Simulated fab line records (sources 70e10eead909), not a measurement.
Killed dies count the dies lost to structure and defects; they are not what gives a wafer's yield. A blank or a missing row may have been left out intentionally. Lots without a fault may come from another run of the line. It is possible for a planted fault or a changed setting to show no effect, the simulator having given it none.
Chamber matching	flow nand_harc	4 sister chambers for NHARC_A_CHANNEL_FILL_D2_CMP_10 on cmp-04
The step polishes, target thk 150 nm. 14 wafers are shown with their chamber, then 7 later ones without.

EACH WAFER AND ITS CHAMBER
wafer	chamber	motor_current_A (A)	slurry_filter_dp_kPa (kPa)	time_to_endpoint_s (s)
L074.1	0	12.4	13.42	16.6
L074.2	3	13.7	13.65	14.7
L074.6	3	13.6	13.44	14.2
L077.2	3	14.3	13.40	13.5
L077.4	2	11.2	13.53	16.5
L077.6	1	11.7	13.43	15.4
L079.1	3	13.8	13.75	14.8
L079.2	1	11.2	13.58	18.6
L079.5	2	11.4	13.42	12.6
L078.2	3	13.4	13.64	15.4
L078.3	0	12.3	13.48	15.4
L078.6	3	13.8	13.60	14.9
L081.1	2	11.2	13.43	12.9
L081.3	1	11.3	13.39	12.6

SIGNATURES (averages over the wafers above)
reading	chamber 0	chamber 1	chamber 2	chamber 3	scatter within a chamber
motor_current_A	12.350	11.400	11.267	13.767	0.25
slurry_filter_dp_kPa	13.4500	13.4667	13.4600	13.5800	0.109
time_to_endpoint_s	16.000	15.533	14.000	14.583	1.74
Rule: for a wafer and a chamber, the distance is found by dividing, reading by reading, the gap between the wafer's reading and the chamber's mean by the reading's scatter, squaring, summing and taking the root. The wafer belongs to the nearest chamber; if the next one is less than 2 further off, it can't be placed. The scatter: take each reading less its chamber's mean, square it, sum over the shown wafers, divide by the number of wafers less the number of chambers, and take the root.

WAFERS WITH NO CHAMBER GIVEN
wafer	motor_current_A (A)	slurry_filter_dp_kPa (kPa)	time_to_endpoint_s (s)
L081.6	10.7	13.55	15.3
L087.1	12.4	13.43	15.6
L087.5	11.7	13.50	15.6
L087.6	11.1	13.53	15.4
L092.1	13.9	13.50	17.3
L092.5	11.5	13.52	17.3
L092.6	12.2	13.60	18.6

EACH ONE'S CHAMBER
wafer	from the rows above	in truth
L081.6	can't be placed: 2 or 1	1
L087.1	0	0
L087.5	can't be placed: 1 or 2 or 0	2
L087.6	can't be placed: 2 or 1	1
L092.1	3	3
L092.5	can't be placed: 1 or 2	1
L092.6	can't be placed: 0 or 1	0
Correctly placed: 2 of 7. Unplaceable from these rows: 5, with the true chamber sitting among the candidates in 5. Wrongly placed: 0.
